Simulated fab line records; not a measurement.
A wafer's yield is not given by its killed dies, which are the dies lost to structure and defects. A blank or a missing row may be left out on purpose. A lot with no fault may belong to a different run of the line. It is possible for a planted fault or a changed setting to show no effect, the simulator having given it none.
Chamber matching + flow n5Finfet + N5_GATE_CUT_SAC_CAP_01 on aldSin-01: 4 sister chambers
The step material SiNx, target thk 24 nm, pulse time 1 s, ald cycles 480. 8 wafers are shown with their chamber, then 7 later ones without.

## WAFERS WITH THEIR CHAMBER
| wafer  | chamber | heaterPowerOuterW (W) | heaterPowerW (W) |
|--------|---------|-----------------------|------------------|
| L077.1 | 2       | 548                   | 840              |
| L078.3 | 2       | 548                   | 850              |
| L079.1 | 1       | 551                   | 912              |
| L084.3 | 1       | 555                   | 912              |
| L084.5 | 3       | 412                   | 714              |
| L084.6 | 0       | 404                   | 688              |
| L090.1 | 0       | 396                   | 704              |
| L090.3 | 3       | 415                   | 726              |

## WAFERS WITHOUT THEIR CHAMBER
| wafer  | heaterPowerOuterW (W) | heaterPowerW (W) |
|--------|-----------------------|------------------|
| L090.6 | 559                   | 904              |
| L091.4 | 401                   | 682              |
| L091.5 | 557                   | 934              |
| L091.6 | 398                   | 673              |
| L095.1 | 566                   | 842              |
| L095.3 | 567                   | 917              |
| L095.4 | 391                   | 681              |

## CHAMBER TAKEN BY EACH
| wafer  | from the rows above | in truth |
|--------|---------------------|----------|
| L090.6 | 1                   | 1        |
| L091.4 | 0                   | 0        |
| L091.5 | 1                   | 1        |
| L091.6 | 0                   | 0        |
| L095.1 | 2                   | 2        |
| L095.3 | 1                   | 1        |
| L095.4 | 0                   | 0        |
Correct placement for 7 of the 7. Can't be placed from these rows: 0. Wrongly placed: 0.
How it was worked out, from the rows above alone: a wafer's distance from a chamber is the root of the sum, over the readings, of the square of ((its reading less the chamber's mean) divided by the reading's scatter). If the next closest chamber is less than 2 further off than the closest, the wafer can't be placed; otherwise it belongs to the closest. A chamber's mean is the mean of its shown wafers. How the scatter is found: for the shown wafers, subtract from each reading the mean of its chamber, square and add these, divide the total by (wafers less chambers), then take the root.
